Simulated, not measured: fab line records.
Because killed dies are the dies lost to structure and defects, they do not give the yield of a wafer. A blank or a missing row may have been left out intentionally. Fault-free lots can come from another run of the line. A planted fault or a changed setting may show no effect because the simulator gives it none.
Chamber matching	flow nand_harc	NHARC_A_STAIRCASE_CMP_152 on cmp-01 has 4 sister chambers
The step polishes. 8 wafers are shown with their chamber, then 9 later ones without.

== EACH WAFER AND ITS CHAMBER ==
wafer	chamber	motor_current_A (A)
L079.4	2	12.6
L081.4	1	13.8
L082.1	3	11.4
L082.4	0	11.6
L082.5	0	12.0
L084.2	1	14.1
L084.3	3	11.4
L084.4	2	12.6

== WAFERS WITH NO CHAMBER GIVEN ==
wafer	motor_current_A (A)
L087.1	14.9
L087.2	12.0
L087.3	12.9
L091.1	12.1
L091.3	13.9
L091.5	11.4
L092.1	12.1
L092.2	12.0
L092.4	11.7

== CHAMBER TAKEN BY EACH ==
wafer	from the rows above	in truth
L087.1	1	1
L087.2	0	0
L087.3	2	2
L091.1	can't be placed: 0 or 2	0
L091.3	1	1
L091.5	3	3
L092.1	can't be placed: 0 or 2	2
L092.2	0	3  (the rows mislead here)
L092.4	can't be placed: 0 or 3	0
Correct placement for 5 of the 9. Can't be placed from these rows: 3 (the true chamber is among the candidates in 3). Placed wrongly: 1.
How it was worked out, from the rows above alone: a wafer's distance from a chamber is the root of the sum, over the readings, of the square of ((its reading less the chamber's mean) divided by the reading's scatter). If the next closest chamber is less than 2 further off than the closest, the wafer can't be placed; otherwise it belongs to the closest. The mean given for a chamber averages the wafers shown for that chamber. How the scatter is found: for the shown wafers, subtract from each reading the mean of its chamber, square and add these, divide the total by (wafers less chambers), then take the root.
